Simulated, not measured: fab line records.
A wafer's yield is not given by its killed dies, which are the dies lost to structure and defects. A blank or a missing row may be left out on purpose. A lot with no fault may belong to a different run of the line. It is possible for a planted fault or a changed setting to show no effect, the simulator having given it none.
Matching of chambers	flow n5Finfet	N5_BEOL_M4_ETCH_77 on rieDiel-04: 4 sister chambers
The step etches underlayer in N2/H2, target depth 6.5 nm, time 5.2 s. 4 wafers are shown with their chamber, then 9 later ones without.

## WAFERS PAIRED WITH THEIR CHAMBERS
wafer	chamber	drypumpMotorCurrentA (A)
L082.1	1	6.2
L087.3	0	5.5
L087.4	3	5.7
L087.6	2	5.6

## WAFERS WITHOUT THEIR CHAMBER
wafer	drypumpMotorCurrentA (A)
L088.1	6.2
L088.2	5.5
L088.6	5.4
L091.1	5.7
L091.4	6.2
L091.6	5.6
L093.3	5.5
L093.4	5.6
L093.6	6.2

## WHICH CHAMBER EACH ONE RAN IN
wafer	from the rows above	in truth
L088.1	1	1
L088.2	0	0
L088.6	0	0
L091.1	3	3
L091.4	1	1
L091.6	2	2
L093.3	0	0
L093.4	2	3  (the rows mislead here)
L093.6	1	1
Placed correctly: 8 of 9. Not placeable from these rows: 0. 1 placed wrongly.
How it was worked out, from the rows above alone: a wafer's distance from a chamber is the root of the sum, over the readings, of the square of ((its reading less the chamber's mean) divided by the reading's scatter). The wafer belongs to the nearest chamber; if the next one is less than 2 further off, it can't be placed. For every chamber, the mean is computed from those of its wafers that are shown. The scatter: with one shown wafer a chamber, the root of the mean of the squares of how far each hidden wafer lies from its nearest shown one.
